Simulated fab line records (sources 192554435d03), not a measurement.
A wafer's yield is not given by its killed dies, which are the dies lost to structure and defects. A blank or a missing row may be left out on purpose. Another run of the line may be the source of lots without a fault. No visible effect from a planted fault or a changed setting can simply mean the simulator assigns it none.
Matching of chambers | flow n5-finfet | N5_STI_FIN_REVEAL_CMP_04 on cmp-02: 4 sister chambers
The step polishes, stops on Si3N4, t overpolish 4 s, target thk 131.83 nm. 4 wafers are shown with their chamber, then 9 later ones without.

WAFERS WITH THEIR CHAMBER
wafer  | chamber | motor-current-A (A)
L083.5 | 0       | 7.2
L084.1 | 3       | 8.6
L084.3 | 1       | 8.8
L084.5 | 2       | 7.8

WAFERS WITH NO CHAMBER GIVEN
wafer  | motor-current-A (A)
L087.1 | 7.7
L087.4 | 9.0
L087.5 | 7.4
L089.1 | 8.2
L089.4 | 7.4
L089.6 | 7.6
L097.2 | 8.6
L097.3 | 7.9
L097.5 | 8.4

WHICH CHAMBER EACH ONE RAN IN
wafer  | from the rows above          | in truth
L087.1 | can't be placed: 2 or 0      | 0
L087.4 | can't be placed: 1 or 3      | 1
L087.5 | can't be placed: 0 or 2      | 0
L089.1 | can't be placed: 2 or 3 or 1 | 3
L089.4 | can't be placed: 0 or 2      | 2
L089.6 | can't be placed: 2 or 0      | 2
L097.2 | can't be placed: 3 or 1      | 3
L097.3 | 2                            | 2
L097.5 | can't be placed: 3 or 1 or 2 | 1
Correctly placed: 1 of 9. From these rows, 8 cannot be placed; in 8 the true chamber is one of the candidates. 0 placed wrongly.
How it was worked out, from the rows above alone: a wafer's distance from a chamber is the root of the sum, over the readings, of the square of ((its reading less the chamber's mean) divided by the reading's scatter). If the next closest chamber is less than 2 further off than the closest, the wafer can't be placed; otherwise it belongs to the closest. For every chamber, the mean is computed from those of its wafers that are shown. The scatter (one wafer shown for each chamber): square how far every hidden wafer sits from the nearest shown wafer, average those squares and take the square root.
